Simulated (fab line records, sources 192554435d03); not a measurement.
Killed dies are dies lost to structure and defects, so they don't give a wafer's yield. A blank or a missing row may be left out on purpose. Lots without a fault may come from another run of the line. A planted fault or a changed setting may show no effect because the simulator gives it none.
Chamber matching | flow n5_finfet | N5_HKMG_FIN_ALD_79 on ald_metal-02: 4 sister chambers
The step deposits TiN, target thk 1.5 nm, pulse time 1 s, purge time 3 s. 8 wafers are shown with their chamber, then 9 later ones without.

WAFERS WITH THEIR CHAMBER
wafer  | chamber | heater_power_w (W) | precursor_pulse_height_rel
L074.6 | 0       | 827                | 1.003
L080.1 | 0       | 854                | 0.978
L080.2 | 3       | 900                | 1.001
L086.4 | 1       | 771                | 0.953
L086.6 | 2       | 966                | 0.976
L087.1 | 3       | 899                | 0.995
L087.2 | 2       | 942                | 0.951
L087.3 | 1       | 773                | 0.979

WAFERS WITHOUT THEIR CHAMBER
wafer  | heater_power_w (W) | precursor_pulse_height_rel
L091.3 | 839                | 1.006
L091.4 | 931                | 0.973
L091.6 | 946                | 1.000
L092.2 | 968                | 0.974
L092.4 | 837                | 1.006
L092.6 | 764                | 1.005
L093.1 | 787                | 1.018
L093.4 | 968                | 0.983
L093.6 | 949                | 0.984

WHICH CHAMBER EACH WENT THROUGH
wafer  | from the rows above     | in truth
L091.3 | 0                       | 0
L091.4 | can't be placed: 2 or 3 | 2
L091.6 | can't be placed: 2 or 3 | 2
L092.2 | 2                       | 2
L092.4 | 0                       | 0
L092.6 | 1                       | 1
L093.1 | can't be placed: 1 or 0 | 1
L093.4 | 2                       | 2
L093.6 | 2                       | 2
Placed correctly: 6 of 9. Can't be placed from these rows: 3 (the true chamber is among the candidates in 3). Placed wrongly: 0.
How it was worked out, from the rows above alone: a wafer's distance from a chamber is the root of the sum, over the readings, of the square of ((its reading less the chamber's mean) divided by the reading's scatter). The wafer belongs to the nearest chamber; if the next one is less than 2 further off, it can't be placed. A chamber's mean is the mean of its shown wafers. The scatter: the root of (the sum of the squares of (reading less its chamber's mean) over the shown wafers, divided by (wafers less chambers)).
